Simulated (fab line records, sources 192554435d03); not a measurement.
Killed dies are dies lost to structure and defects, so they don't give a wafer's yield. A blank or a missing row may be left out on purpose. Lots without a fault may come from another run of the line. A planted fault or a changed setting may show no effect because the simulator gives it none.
Split-lot experiment | flow n5_finfet | 7 lots, 21 wafers read, on a route of 1938 steps

THE SPLIT
At N5_BEOL_M12_SPUTTER_44 (material Ta, target thk 10 nm, time 16.13 s), the setting time_s was moved away from the recipe's 16.13 s on 8 of the 21 wafers read, by -5.3% to +13.1%. The other wafers ran this setting at the recipe's value.

The reading is taken at the split's own step.

THE READING
Ta_of_BEOL_M12_SPUTTER_44.thk_nm (the simulator's own value, which no gauge read), in nm, at N5_BEOL_M12_SPUTTER_44 (material Ta, target thk 10 nm, time 16.13 s). The file gives no usual value for it. The 13 wafers here that ran the recipe average 10.1 nm, standard deviation 0.17 nm.

wafer  | tool, chamber at the split | time_s as run, s | against the recipe | Ta_of_BEOL_M12_SPUTTER_44.thk_nm, nm | against lot-mates on the recipe
L082.2 | pvd_sputter-03, -          | 16.13            | recipe             | 10                                   | -
L082.4 | pvd_sputter-03, -          | 17.26            | +7.0%              | 10.6                                 | +0.8
L082.6 | pvd_sputter-03, -          | 16.13            | recipe             | 9.6                                  | -
L080.1 | pvd_sputter-01, -          | 16.13            | recipe             | 10.2                                 | -
L080.3 | pvd_sputter-01, -          | 16.13            | recipe             | 10.2                                 | -
L080.6 | pvd_sputter-01, -          | 16.13            | recipe             | 10.2                                 | -
L083.2 | pvd_sputter-03, -          | 15.27            | -5.3%              | 9.2                                  | -0.8
L083.3 | pvd_sputter-03, -          | 15.27            | -5.3%              | 9.4                                  | -0.6
L083.5 | pvd_sputter-03, -          | 16.13            | recipe             | 10                                   | -
L084.3 | pvd_sputter-01, -          | 17.26            | +7.0%              | 11                                   | +0.8
L084.4 | pvd_sputter-01, -          | 16.13            | recipe             | 10.2                                 | -
L084.5 | pvd_sputter-01, -          | 17.26            | +7.0%              | 10.8                                 | +0.6
L088.1 | pvd_sputter-01, -          | 16.13            | recipe             | 10.2                                 | -
L088.3 | pvd_sputter-01, -          | 17.9             | +11.0%             | 11                                   | +0.8
L088.5 | pvd_sputter-01, -          | 17.9             | +11.0%             | 11.2                                 | +1.0
L097.1 | pvd_sputter-02, -          | 16.13            | recipe             | 10                                   | -
L097.4 | pvd_sputter-02, -          | 16.13            | recipe             | 10                                   | -
L097.6 | pvd_sputter-02, -          | 18.25            | +13.1%             | 11.4                                 | +1.4
L096.1 | pvd_sputter-01, -          | 16.13            | recipe             | 10.2                                 | -
L096.2 | pvd_sputter-01, -          | 16.13            | recipe             | 10.2                                 | -
L096.5 | pvd_sputter-01, -          | 16.13            | recipe             | 10.2                                 | -

THE FIT
A straight line over all 21 wafers: Ta_of_BEOL_M12_SPUTTER_44.thk_nm changes by +0.104 nm for each +1% of time_s; r = +0.95; the points scatter about the line by 0.18 nm.
The same after taking each lot's own level away (the mean of its wafers on the recipe; 21 wafers): +0.101 nm for each +1%; r = +0.97; scatter 0.12 nm.
On that fit, the largest move of time_s shifts the reading by 1.3 nm.
The lots' own levels span 9.80 to 10.20 nm, that is 2.4 times the standard deviation above.
So the lot-to-lot level changes the slope little: the two slopes agree.
Check: with one of the wafers moved furthest among these (+13.1%) left out of the fit, the line predicts +1.26 nm for it against its lot-mates. It came out at +1.4 nm against them.

OTHER SPLITS ON THESE WAFERS
These wafers also went through other splits before the reading. Each is held against what the fit with the lots' levels taken away leaves over:
other split on the same wafers    | wafers away from the commonest value | r with Ta_of_BEOL_M12_SPUTTER_44.thk_nm (lot level and that fit taken away)
N5_BEOL_M9_COAT_75 time_s         | 6                                    | +0.05
N5_BEOL_M10_TRENCH_ETCH_37 bias_w | 7                                    | -0.23
N5_BEOL_M11_DEP_56 time_s         | 4                                    | -0.19
N5_BEOL_M12_COAT_58 spin_rpm      | 3                                    | +0.05
N5_BEOL_M12_ETCH_68 time_s        | 9                                    | +0.28

THE FILE'S OWN FIT
Ta_of_BEOL_M12_SPUTTER_44.thk_nm changes by +0.101 nm for each +1% of time_s, r = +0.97.
